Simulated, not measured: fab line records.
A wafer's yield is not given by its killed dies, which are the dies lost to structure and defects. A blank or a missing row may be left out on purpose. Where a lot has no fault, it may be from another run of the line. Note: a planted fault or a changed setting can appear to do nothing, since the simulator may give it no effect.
fab line records	flow nand-harc
record: lots: 14	wafers: 41	last-day: 25
route steps=1159 shown P_ZERO_WELL@19 P_STI@92 P_GATE@139
lots untouched by any fault: they come from a run of this same line in which no faults occurred
start-h: hours from the record's first day to the start of the lot's first wafer shown	wait-h: hours since the lot's step before	" same as the row above	L1.1+2: a single row standing in for several wafers	- either no value or no given start	* or withheld: withheld	< > ~ a bound
route shown NAME@n: names a module that has steps shown in the file, with the first one's number in the route	usual: mean/standard deviation of fault-free wafers	same: alike in all rows	chamber/n: place in a boat	sites: each site's reading	_std_site: how widely they spread, as a standard deviation	_edge_site: mean of outer sites minus mean of inner sites	radius-mm: how far each site lies from the wafer's centre	mask NAME#n: copy n	behind: tool/chamber where the wafer was last shaped	hold: what put the lot on hold/how long, in hours/how the hold closed	device: which transistor (n, p or np) failed to switch	end of line: at the end of the route, the tests of the same wafers	a step with no rows: only its recipe	killed: dies that structure and defects cost at the first sort, which is not the same as the wafer's yield	map: dies across one wafer; x = killed, . = not, _ = none there
set.NAME: setting as actually run; set.NAME@STEP: the setting as run at that earlier step	model.NAME: the simulator's own value behind a step, which no gauge read
steps of the route over a sample of lots; a table a step, a row a wafer
services: the hour from which a tool's chamber was out of use, counted from the record's first day as start-h (under 0 if before that day), plus the number of hours and why
== steps ==
step: NHARC_P_ZERO_WELL_ETCH_63
recipe: target-depth-a: 1200	time-s: 40.1	hbr-flow-sccm: 150	cl2-flow-sccm: 50	rf-w: 400	icp-w: 400	bias-w: 100	chemistry: HBr/Cl2
usual: drypump-motor-current-A: 5.8/0.64	oes-product-au: 0.999/0.0067	throttle-valve-pct: 26.405/0.0089
lot.wafer	tool	chamber	start-h	wait-h	drypump-motor-current-A	oes-product-au	rf-hours-counter-h	throttle-valve-pct
L891.1	rie-si-05	3	13.65	-	5.5	0.998	1.1	26.401
L891.4	"	2	"	"	6.0	1.008	1.0	26.410
L891.5	"	3	"	"	5.5	1.008	-	26.403
L893.1	rie-si-01	1	25.64	-	5.2	0.995	0.6	26.413
L893.2	"	2	"	"	6.8	0.987	0.7	26.403
L893.6	"	1	"	"	5.1	0.990	-	26.411
L894.3	rie-si-05	1	31.68	-	6.5	0.998	1.1	26.402
L894.6	"	0	"	"	6.8	1.006	-	26.403
L894.4	"	1	"	"	6.5	1.001	-	26.414
L895.3	rie-si-05	1	37.67	-	6.5	1.003	1.1	26.408
L895.5	"	0	"	"	6.8	0.995	-	26.403
L895.4	"	1	"	"	6.5	0.990	-	26.405
L896.2	rie-si-03	2	43.67	-	4.9	0.991	0.6	26.409
L896.3	"	3	"	"	5.4	1.005	0.7	26.391
L896.5	"	1	"	"	5.6	0.991	-	26.409
L898.1	rie-si-05	3	55.54	-	5.5	1.011	1.2	26.408
L898.4	"	2	"	"	6.0	1.016	1.4	26.417
L898.6	"	3	"	"	5.5	1.010	-	26.381
L899.2	rie-si-03	0	61.77	-	5.7	1.003	0.6	26.416
L899.3	"	1	"	"	5.6	0.994	0.4	26.404
L899.6	"	2	"	"	4.9	0.988	-	26.409
L900.4	rie-si-01	2	67.67	-	6.8	0.993	1.1	26.389
L900.2	"	0	"	"	5.4	1.002	0.9	26.407
L900.5	"	2	"	"	6.9	1.004	-	26.417
L901.1	rie-si-03	1	73.56	-	5.6	0.993	0.6	26.407
L901.4	"	3	"	"	5.5	1.003	0.9	26.400
L901.6	"	1	"	"	5.6	0.998	-	26.402
L902.1	rie-si-03	0	79.68	-	5.7	0.992	0.9	26.404
L902.3	"	1	"	"	5.6	0.988	0.6	26.404
L902.6	"	3	"	"	5.5	1.008	-	26.412
L903.2	rie-si-03	3	85.78	-	5.4	1.001	1.1	26.411
L903.1	"	0	"	"	5.7	0.997	1.0	26.394
L912.2	rie-si-03	3	139.73	-	5.4	1.002	1.5	26.395
L912.6	"	3	"	"	5.5	1.001	-	26.390
L912.5	"	0	"	"	5.6	0.994	-	26.414
L913.3	rie-si-03	2	145.65	-	4.9	1.007	1.5	26.389
L913.5	"	2	"	"	4.9	0.998	-	26.400
L913.4	"	3	"	"	5.4	1.004	-	26.387
L914.4	rie-si-01	3	151.59	-	5.3	1.001	0.1	26.414
L914.3	"	0	"	"	5.4	0.991	0.1	26.405
L914.6	"	3	"	"	5.3	0.986	-	26.398
step: NHARC_P_STI_OCD_MEAS_17
usual: trench-depth-nm: 299/3	trench-foot-cd-nm: 158.0/1.9
lot.wafer	tool	chamber	start-h	wait-h	trench-depth-nm	trench-foot-cd-nm
L891.1	ocd-01	-	37.88	0.1	300	156.0
L891.4	"	-	"	"	302	156.9
L891.5	"	-	"	"	305	155.3
L894.3	ocd-02	-	50.20	0.1	303	156.0
L894.4	"	-	"	"	302	155.5
L894.6	"	-	"	"	303	156.0
L893.1	ocd-01	-	50.36	0.1	299	156.7
L893.2	"	-	"	"	297	156.4
L893.6	"	-	"	"	303	156.5
L895.3	ocd-02	-	60.06	0.1	301	157.6
L895.4	"	-	"	"	301	157.9
L895.5	"	-	"	"	296	157.8
L896.2	ocd-01	-	67.66	0.1	301	156.5
L896.3	"	-	"	"	301	155.4
L896.5	"	-	"	"	303	157.8
L898.1	ocd-02	-	80.29	0.1	303	157.8
L898.4	"	-	"	"	298	157.8
L898.6	"	-	"	"	300	156.4
L899.2	ocd-01	-	80.45	0.1	301	159.6
L899.3	"	-	"	"	298	157.1
L899.6	"	-	"	"	303	156.1
L900.2	ocd-01	-	92.49	0.1	302	159.8
L900.4	"	-	"	"	302	158.5
L900.5	"	-	"	"	299	158.9
L901.1	ocd-02	-	92.70	0.1	299	157.5
L901.4	"	-	"	"	293	156.6
L901.6	"	-	"	"	293	158.7
L902.1	ocd-01	-	102.23	0.1	298	159.2
L902.3	"	-	"	"	298	158.2
L902.6	"	-	"	"	295	160.4
L903.1	ocd-01	-	107.80	0.1	302	158.1
L903.2	"	-	"	"	296	161.0
L912.2	ocd-02	-	162.32	0.1	303	156.6
L912.5	"	-	"	"	298	158.4
L912.6	"	-	"	"	301	157.5
L914.3	ocd-02	-	169.98	0.1	300	158.9
L914.4	"	-	"	"	301	155.7
L914.6	"	-	"	"	302	159.1
L913.3	ocd-01	-	170.14	0.1	294	157.0
L913.4	"	-	"	"	294	157.7
L913.5	"	-	"	"	292	159.0
step: NHARC_P_STI_OCD_MEAS_43
usual: trench-depth-nm: 299.6/3	trench-foot-cd-nm: 158.0/1.9
lot.wafer	tool	chamber	start-h	wait-h	trench-depth-nm	trench-foot-cd-nm
L891.1	ocd-02	-	38.38	-	300.1	156.4
L891.4	"	-	"	"	301.8	157.3
L891.5	"	-	"	"	304.7	155.4
L894.3	ocd-02	-	50.71	-	302.9	155.8
L894.4	"	-	"	"	302.4	155.8
L894.6	"	-	"	"	302.7	156.0
L893.1	ocd-01	-	50.86	-	299.0	156.4
L893.2	"	-	"	"	297.3	157.0
L893.6	"	-	"	"	303.4	155.8
L895.3	ocd-01	-	60.56	-	300.2	158.5
L895.4	"	-	"	"	301.0	157.7
L895.5	"	-	"	"	296.3	158.0
L896.2	ocd-02	-	68.17	-	300.8	157.2
L896.3	"	-	"	"	301.3	155.3
L896.5	"	-	"	"	303.1	157.4
L898.1	ocd-02	-	80.80	-	303.1	157.8
L898.4	"	-	"	"	297.3	157.7
L898.6	"	-	"	"	300.5	156.2
L899.2	ocd-01	-	80.98	-	300.7	159.1
L899.3	"	-	"	"	297.6	157.4
L899.6	"	-	"	"	303.5	156.1
L900.2	ocd-01	-	93.02	-	302.1	159.6
L900.4	"	-	"	"	301.8	159.0
L900.5	"	-	"	"	299.9	158.9
L901.1	ocd-02	-	93.21	-	299.5	157.0
L901.4	"	-	"	"	293.2	155.8
L901.6	"	-	"	"	293.0	158.4
L902.1	ocd-02	-	102.73	-	298.3	159.4
L902.3	"	-	"	"	298.4	158.5
L902.6	"	-	"	"	295.3	160.1
L903.1	ocd-01	-	108.31	-	301.8	158.6
L903.2	"	-	"	"	296.4	161.3
L912.2	ocd-01	-	162.83	-	303.3	156.6
L912.5	"	-	"	"	298.5	158.3
L912.6	"	-	"	"	301.2	157.5
L914.3	ocd-02	-	170.49	-	300.1	158.9
L914.4	"	-	"	"	301.4	155.3
L914.6	"	-	"	"	301.7	158.5
L913.3	ocd-01	-	170.65	-	294.8	157.0
L913.4	"	-	"	"	294.2	157.1
L913.5	"	-	"	"	291.9	158.6
step: NHARC_P_GATE_PEB_24
recipe: peb-temp-c: 100	peb-time-s: 65
lot.wafer	tool	chamber	start-h	wait-h
L891.1+4+5	litho-track-06	0	90.38	0.1
L894.3+4+6	litho-track-06	0	106.46	0.0
L893.1+2+6	litho-track-06	0	106.68	0.1
L895.3+4+5	litho-track-04	0	110.94	0.0
L896.2+3+5	litho-track-01	0	121.09	0.1
L899.2+3+6	litho-track-06	0	131.58	0.1
L898.1+4+6	litho-track-06	0	132.19	0.1
L901.1+4+6	litho-track-06	0	141.94	0.1
L900.2+4+5	litho-track-06	0	142.75	0.1
L903.1+2	litho-track-06	0	168.21	0.1
L902.1+3+6	litho-track-06	0	169.72	0.1
L912.2+5+6	litho-track-04	0	216.51	0.1
L913.3+4+5	litho-track-01	0	225.00	0.0
L914.3+4+6	litho-track-04	0	225.24	0.0
step: NHARC_P_GATE_CD_MEAS_26
recipe: target-cd-nm: 120	landing-energy-ev: 500
usual: cd-nm: 120.1/0.49
lot.wafer	tool	chamber	start-h	wait-h	cd-nm
L891.1	cd-sem-01	0	90.46	-	119.8
L891.4	"	0	"	"	119.8
L891.5	"	0	"	"	119.8
L894.3	cd-sem-01	0	106.54	-	120.4
L894.4	"	0	"	"	121.1
L894.6	"	0	"	"	120.4
L893.1	cd-sem-02	0	106.76	-	119.2
L893.2	"	0	"	"	119.4
L893.6	"	0	"	"	119.3
L895.3	cd-sem-03	0	111.02	-	119.6
L895.4	"	0	"	"	120.6
L895.5	"	0	"	"	119.9
L896.2	cd-sem-01	0	121.17	-	120.0
L896.3	"	0	"	"	119.8
L896.5	"	0	"	"	119.6
L899.2	cd-sem-02	0	131.66	-	120.1
L899.3	"	0	"	"	120.3
L899.6	"	0	"	"	120.5
L898.1	cd-sem-03	0	132.27	-	120.2
L898.4	"	0	"	"	119.8
L898.6	"	0	"	"	120.8
L901.1	cd-sem-03	0	142.02	-	120.3
L901.4	"	0	"	"	119.9
L901.6	"	0	"	"	120.4
L900.2	cd-sem-03	0	142.83	-	120.1
L900.4	"	0	"	"	120.5
L900.5	"	0	"	"	119.8
L903.1	cd-sem-02	0	168.29	-	116.5
L903.2	"	0	"	"	117.1
L902.1	cd-sem-03	0	169.80	-	116.7
L902.3	"	0	"	"	119.8
L902.6	"	0	"	"	119.5
L912.2	cd-sem-02	0	216.59	-	119.9
L912.5	"	0	"	"	121.2
L912.6	"	0	"	"	120.9
L913.3	cd-sem-01	0	225.09	-	119.6
L913.4	"	0	"	"	120.1
L913.5	"	0	"	"	119.8
L914.3	cd-sem-01	0	225.33	-	120.2
L914.4	"	0	"	"	120.7
L914.6	"	0	"	"	120.1
== services ==
tool	chamber	start-h	hours	kind
rie-si-05	0	4.04	2.0	repair
rie-si-03	1	19.30	12.7	repair
rie-si-05	3	30.81	22.5	repair
rie-si-05	-	62.00	9.0	pm
rie-si-05	0	62.00	9.0	vent-cycle
rie-si-05	1	62.00	9.0	vent-cycle
rie-si-05	2	62.00	9.0	vent-cycle
rie-si-05	3	62.00	9.0	vent-cycle
rie-si-05	-	86.05	0.8	repair
litho-track-01	-	93.00	7.0	pm
litho-track-06	-	117.00	7.0	pm
rie-si-01	-	127.00	9.0	pm
litho-track-04	-	141.00	7.0	pm
rie-si-03	1	141.62	11.7	repair
rie-si-03	-	155.00	9.0	pm
rie-si-03	0	155.00	9.0	vent-cycle
rie-si-03	1	155.00	9.0	vent-cycle
rie-si-03	2	155.00	9.0	vent-cycle
rie-si-03	3	155.00	9.0	vent-cycle
rie-si-03	0	164.00	-	clean
rie-si-03	1	164.00	-	clean
rie-si-03	2	164.00	-	clean
rie-si-03	3	164.00	-	clean
rie-si-01	3	189.15	11.3	repair
== key ==
first-sign: step: NHARC_P_GATE_CD_MEAS_26	reading: cd-nm	direction: down	sigmas: 6.8	usual: 120.1	struck: 116.7
effect none on later readings
met-at NHARC_P_GATE_PEB_24
struck-lots L902,L903
struck-wafers L902.1,L903.1,L903.2
sort-left-out L903.1,L903.2
tester-left-out L902,L903
not-acting-at NHARC_P_ZERO_WELL_ETCH_63,NHARC_P_STI_OCD_MEAS_17,NHARC_P_STI_OCD_MEAS_43
onset-between 142.75 168.21
fault: kind: process-parameter-drift	tool: litho-track-06	chamber: -	onset-h: 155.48	steps: NHARC_P_GATE_PEB_24	channel: peb-time-s	offset: *	shape: step	end-h: 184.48	scope: struck-wafers-only	acts-in: *	stated: *
tester-left-out: of these lots the tester's yield and bins aren't shown, on N5 and GAA mostly nor the transistor test; their killed dies are dies lost to structure and defects alone, not to doping, threshold or leakage, so they don't give the yield
sort-left-out: the simulated sort isn't trusted on such a fault, so these wafers' sort isn't shown, and their yield isn't known
